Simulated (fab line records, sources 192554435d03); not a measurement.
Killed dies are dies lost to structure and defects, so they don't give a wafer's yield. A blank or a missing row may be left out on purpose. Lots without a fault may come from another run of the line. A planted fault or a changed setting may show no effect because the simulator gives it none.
fab line records | flow n5_finfet | part 2 of 2: steps 4 to 6 of 6
record lots=21 wafers=63 last_day=17
route steps=1938 shown BEOL_M4@1037
lots that met no fault: from a run of the same line without faults
start_h: hours from the record's first day to the start of the lot's first wafer shown | wait_h: hours since the lot's step before | " the same as in the row above | L1.1+2: a row that stands for several wafers | - no value, or no start given | * or withheld: withheld | < > ~ a bound
route shown NAME@n: a module of which the file shows steps, and the number in the route of the first | usual: mean/standard deviation of fault-free wafers | same: alike in all rows | chamber/n: place in a boat | sites: the reading at each site | _std_site: their standard deviation | _edge_site: outer sites' mean less inner sites' | radius_mm: how far each site lies from the wafer's centre | mask NAME#n: copy n | behind: the tool/chamber that last shaped the wafer | hold: why the lot was held/for how many hours/how that ended | device: the transistor (n, p or np) that didn't switch | end of line: the same wafers' tests at the end of the route | a step without rows: its recipe alone | killed: dies lost to structure and defects at the first sort, not the wafer's yield | map: a wafer's dies, x killed, . not, _ none there
set.NAME: the setting as run; set.NAME@STEP: as run at that earlier step | model.NAME: the simulator's own value behind a step, which no gauge read
steps of the route over a sample of lots; a table a step, a row a wafer
services: from which hour (start_h, from the record's first day; less than 0 if before it) a tool's chamber was out of use, for how many hours, and why
## steps
# step N5_BEOL_M4_STRIP_97
# recipe chemistry=N2/H2 time_s=10 power_w=450 temp_c=40 pressure_mtorr=20 rf_frequency_hz=6e+07 bias_power_w=7 n2_flow_sccm=200 h2_flow_sccm=200
# usual drypump_motor_current_A=5.7/0.43 h2_flow_sccm=200.0/0.58 n2_flow_sccm=200.0/0.58 oes_product_au=0.80/0.095 rf_vpp_V=59.1/0.93 showerhead_plenum_p_Torr=2.52/0.095 throttle_valve_pct=23.53/0.26
# columns lot.wafer tool chamber start_h wait_h drypump_motor_current_A h2_flow_sccm n2_flow_sccm oes_product_au rf_hours_counter_h rf_vpp_V showerhead_plenum_p_Torr throttle_valve_pct
L074.1 rie_diel-06 0 - - 5.0 200.5 200.8 0.71 225 59.5 2.61 23.82
L074.3 " 2 " " 5.6 200.0 200.4 0.67 249 59.1 2.40 23.45
L074.6 " 2 " " 5.7 200.6 200.1 0.66 - 59.0 2.40 23.44
L076.1 rie_diel-03 1 - - 5.3 200.5 200.2 1.00 3 59.8 2.60 23.81
L076.4 " 0 " " 6.1 199.4 200.6 0.82 98 58.1 2.45 23.42
L076.6 " 3 " " 5.6 200.6 199.1 0.92 - 58.0 2.48 23.54
L075.1 rie_diel-03 0 - - 6.1 199.8 200.2 0.81 98 58.5 2.45 23.41
L075.3 " 1 " " 5.3 200.9 200.1 0.99 3 58.2 2.60 23.81
L075.6 " 1 " " 5.3 200.1 200.9 1.00 - 58.4 2.60 23.80
L077.2 rie_diel-03 3 - - 5.6 199.5 200.0 0.89 46 60.6 2.48 23.56
L077.3 " 2 " " 6.2 199.8 199.2 0.73 175 58.5 2.44 23.86
L077.5 " 2 " " 6.2 199.9 199.2 0.73 - 56.4 2.44 23.86
L079.2 rie_diel-03 1 - - 5.3 200.3 199.8 0.96 14 59.4 2.60 23.82
L079.4 " 0 " " 6.1 199.6 200.3 0.80 109 58.8 2.44 23.41
L079.6 " 1 " " 5.3 199.6 199.9 0.97 - 57.6 2.60 23.81
L078.1 rie_diel-06 0 - - 5.0 200.3 200.4 0.69 242 60.3 2.60 23.86
L078.2 " 3 " " 6.4 199.8 200.3 0.71 206 59.9 2.40 23.37
L078.5 " 0 " " 5.0 199.0 200.3 0.69 - 60.5 2.60 23.83
L081.3 rie_diel-03 0 - - 6.1 200.4 200.8 0.79 110 59.0 2.44 23.46
L081.5 " 2 " " 6.2 199.4 200.8 0.72 - 58.6 2.44 23.85
L081.6 " 3 " " 5.6 199.7 200.2 0.89 - 57.1 2.48 23.54
L080.1 rie_diel-06 1 - - 5.4 200.0 199.3 0.75 145 59.1 2.53 23.07
L080.4 " 0 " " 5.0 200.8 199.6 0.70 244 59.8 2.60 23.85
L080.5 " 2 " " 5.6 199.6 200.7 0.96 - 61.0 2.72 23.26
L082.1 rie_diel-03 1 - - 5.3 201.1 201.2 0.95 15 59.1 2.60 23.82
L082.2 " 3 " " 5.6 200.1 200.7 0.88 49 58.5 2.48 23.56
L082.5 " 2 " " 6.2 199.8 199.6 0.73 - 59.9 2.44 23.84
L083.2 rie_diel-06 3 - - 6.4 200.0 199.7 0.70 211 59.8 2.40 23.37
L083.3 " 1 " " 5.4 200.4 199.2 0.75 148 60.3 2.53 23.08
L083.4 " 0 " " 5.0 199.6 199.6 0.68 247 59.4 2.60 23.85
L084.1 rie_diel-06 0 - - 5.0 199.7 200.1 0.69 249 60.3 2.60 23.84
L084.2 " 1 " " 5.4 199.9 198.8 0.76 151 59.8 2.53 23.10
L084.3 " 3 " " 6.4 199.6 200.4 0.70 213 57.8 2.40 23.38
L086.1 rie_diel-05 2 - - 5.7 199.9 199.9 0.74 205 58.9 2.61 23.21
L086.2 " 0 " " 5.7 198.7 199.5 0.70 211 58.9 2.51 23.61
L086.4 " 1 " " 5.2 199.7 199.5 0.72 208 61.4 2.51 23.74
L088.2 rie_diel-06 1 - - 5.4 200.5 200.4 0.74 161 59.9 2.52 23.10
L088.3 " 3 " " 6.4 200.4 200.5 0.69 224 59.4 2.40 23.40
L088.5 " 2 " " 5.7 200.0 199.6 0.91 - 59.2 2.71 23.27
L087.1 rie_diel-03 1 - - 5.3 200.8 200.0 0.91 32 60.0 2.59 23.85
L087.5 " 3 " " 5.6 199.4 200.6 0.86 - 58.4 2.47 23.58
L087.6 " 2 " " 6.2 200.8 200.1 0.71 - 58.8 2.43 23.86
L089.2 rie_diel-03 0 - - 6.1 200.9 200.5 0.78 129 57.4 2.43 23.45
L089.5 " 3 " " 5.6 199.7 200.0 0.86 - 58.3 2.47 23.56
L089.6 " 2 " " 6.2 200.3 200.6 0.71 - 58.8 2.43 23.86
L091.1 rie_diel-03 3 - - 5.6 200.4 199.7 0.86 71 58.4 2.47 23.58
L091.2 " 1 " " 5.3 200.1 199.0 0.90 37 58.4 2.59 23.84
L091.6 " 2 " " 6.2 200.3 200.7 0.71 - 58.0 2.43 23.88
L093.2 rie_diel-05 0 - - 5.7 199.7 200.0 0.69 223 58.8 2.50 23.61
L093.5 " 1 " " 5.2 200.5 198.9 0.70 - 59.3 2.51 23.75
L093.6 " 2 " " 5.6 200.5 200.4 0.73 - 59.2 2.61 23.22
L094.3 rie_diel-06 2 - - 5.6 199.2 201.0 0.87 36 59.8 2.70 23.28
L094.4 " 1 " " 5.4 200.6 200.6 0.73 174 58.0 2.52 23.10
L094.5 " 1 " " 5.4 200.9 200.0 0.74 - 59.3 2.52 23.11
L095.1 rie_diel-03 1 - - 5.3 199.3 199.9 0.89 47 60.2 2.59 23.86
L095.2 " 0 " " 6.1 200.0 201.2 0.77 140 58.9 2.43 23.48
L095.6 " 1 " " 5.3 199.7 200.2 0.89 - 58.7 2.59 23.87
L096.1 rie_diel-06 2 - - 5.7 200.1 200.3 0.87 44 59.0 2.70 23.30
L096.2 " 0 " " 5.0 199.9 200.0 0.92 19 59.2 2.59 23.60
L096.5 " 2 " " 5.7 200.4 201.0 0.87 - 58.9 2.70 23.31
L097.1 rie_diel-06 1 - - 5.4 200.3 200.9 0.72 183 59.0 2.51 23.13
L097.2 " 2 " " 5.7 200.4 200.5 0.87 45 59.1 2.70 23.30
L097.5 " 0 " " 5.0 200.3 200.3 0.91 - 58.1 2.59 23.57
# step N5_BEOL_M4_ANNEAL_49
# recipe temp_c=400 time_s=240 ambient=vacuum
# usual heater_power_w=916/120
# columns lot.wafer tool chamber start_h wait_h heater_power_w
L074.1 pvd_sputter-01 - 156.39 0.0 1035
L074.3 " - " " 1080
L074.6 " - " " 1067
L076.1 pvd_sputter-01 - 165.23 0.0 832
L076.4 " - " " 1010
L076.6 " - " " 891
L075.1 pvd_sputter-03 - 168.16 0.0 953
L075.3 " - " " 694
L075.6 " - " " 970
L077.2 pvd_sputter-03 - 189.68 0.0 675
L077.3 " - " " 775
L077.5 " - " " 691
L079.2 pvd_sputter-02 - 193.18 0.0 755
L079.4 " - " " 930
L079.6 " - " " 766
L078.1 pvd_sputter-01 - 196.28 0.0 890
L078.2 " - " " 865
L078.5 " - " " 1018
L081.3 pvd_sputter-01 - 199.05 0.0 928
L081.5 " - " " 1032
L081.6 " - " " 1048
L080.1 pvd_sputter-01 - 200.97 0.0 1036
L080.4 " - " " 882
L080.5 " - " " 854
L082.1 pvd_sputter-02 - 201.26 0.0 1157
L082.2 " - " " 753
L082.5 " - " " 933
L083.2 pvd_sputter-03 - 213.80 0.0 961
L083.3 " - " " 772
L083.4 " - " " 943
L084.1 pvd_sputter-03 - 218.72 0.0 981
L084.2 " - " " 783
L084.3 " - " " 930
L086.1 pvd_sputter-03 - 239.36 0.0 784
L086.2 " - " " 692
L086.4 " - " " 949
L088.2 pvd_sputter-01 - 241.83 0.0 1042
L088.3 " - " " 1084
L088.5 " - " " 1025
L087.1 pvd_sputter-01 - 244.35 0.0 1018
L087.5 " - " " 1025
L087.6 " - " " 906
L089.2 pvd_sputter-02 - 259.15 0.0 765
L089.5 " - " " 1126
L089.6 " - " " 760
L091.1 pvd_sputter-02 - 261.30 0.0 892
L091.2 " - " " 920
L091.6 " - " " 905
L093.2 pvd_sputter-03 - 270.82 0.0 786
L093.5 " - " " 956
L093.6 " - " " 963
L094.3 pvd_sputter-03 - 280.09 0.0 768
L094.4 " - " " 974
L094.5 " - " " 947
L095.1 pvd_sputter-01 - 287.50 0.0 1044
L095.2 " - " " 906
L095.6 " - " " 866
L096.1 pvd_sputter-01 - 304.09 0.0 880
L096.2 " - " " 1066
L096.5 " - " " 1017
L097.1 pvd_sputter-02 - 307.83 0.0 917
L097.2 " - " " 1143
L097.5 " - " " 910
# step N5_BEOL_M4_INSPECT_59
# recipe inspect_instrument=darkfield mode=post_dep
# usual raw_defect_count=67/25
# columns lot.wafer tool chamber start_h wait_h raw_defect_count
L074.1 defect_inspect-02 - 159.14 0.0 86
L074.3 " - " " 79
L074.6 " - " " 93
L076.1 defect_inspect-02 - 168.24 0.0 62
L076.4 " - " " 41
L076.6 " - " " 45
L075.1 defect_inspect-02 - 170.95 0.0 45
L075.3 " - " " 72
L075.6 " - " " 51
L077.2 defect_inspect-02 - 192.43 0.0 48
L077.3 " - " " 49
L077.5 " - " " 43
L079.2 defect_inspect-01 - 196.39 0.0 127
L079.4 " - " " 111
L079.6 " - " " 106
L078.1 defect_inspect-02 - 199.20 0.0 119
L078.2 " - " " 126
L078.5 " - " " 86
L081.3 defect_inspect-01 - 202.07 0.0 38
L081.5 " - " " 28
L081.6 " - " " 44
L080.1 defect_inspect-01 - 203.72 0.0 39
L080.4 " - " " 51
L080.5 " - " " 68
L082.1 defect_inspect-02 - 204.19 0.0 58
L082.2 " - " " 59
L082.5 " - " " 74
L083.2 defect_inspect-01 - 218.08 0.0 107
L083.3 " - " " 89
L083.4 " - " " 89
L084.1 defect_inspect-01 - 221.48 0.0 106
L084.2 " - " " 55
L084.3 " - " " 75
L086.1 defect_inspect-02 - 242.12 0.0 82
L086.2 " - " " 55
L086.4 " - " " 52
L088.2 defect_inspect-01 - 244.67 0.0 67
L088.3 " - " " 73
L088.5 " - " " 79
L087.1 defect_inspect-01 - 247.11 0.0 44
L087.5 " - " " 56
L087.6 " - " " 35
L089.2 defect_inspect-02 - 261.95 0.0 97
L089.5 " - " " 66
L089.6 " - " " 62
L091.1 defect_inspect-02 - 264.18 0.0 42
L091.2 " - " " 40
L091.6 " - " " 58
L093.2 defect_inspect-01 - 273.73 0.0 57
L093.5 " - " " 53
L093.6 " - " " 64
L094.3 defect_inspect-02 - 282.91 0.0 51
L094.4 " - " " 41
L094.5 " - " " 54
L095.1 defect_inspect-02 - 290.28 0.0 64
L095.2 " - " " 62
L095.6 " - " " 50
L096.1 defect_inspect-02 - 306.85 0.0 49
L096.2 " - " " 44
L096.5 " - " " 72
L097.1 defect_inspect-02 - 310.68 0.0 43
L097.2 " - " " 61
L097.5 " - " " 77
## services
# columns tool chamber start_h hours kind
rie_diel-05 3 128.67 - clean
rie_diel-05 3 128.67 - consumable_replace:focus_ring
rie_diel-05 3 128.67 11.6 scheduled_down
rie_diel-05 3 128.67 11.6 vent_cycle
rie_diel-06 2 158.01 - clean
rie_diel-06 2 158.01 - consumable_replace:focus_ring
rie_diel-06 2 158.01 - consumable_replace:showerhead
rie_diel-06 2 158.01 24.5 scheduled_down
rie_diel-06 2 158.01 24.5 vent_cycle
rie_diel-05 2 169.34 16.3 repair
rie_diel-05 0 170.33 5.8 repair
rie_diel-06 0 219.61 - clean
rie_diel-06 0 219.61 - consumable_replace:focus_ring
rie_diel-06 0 219.61 23.5 scheduled_down
rie_diel-06 0 219.61 23.5 vent_cycle
rie_diel-03 0 223.19 7.0 repair
rie_diel-06 3 249.82 7.8 repair
rie_diel-06 1 268.25 3.5 repair
rie_diel-05 1 280.42 2.5 repair
pvd_sputter-01 - 290.79 0.8 repair
pvd_sputter-01 - 294.87 7.9 repair
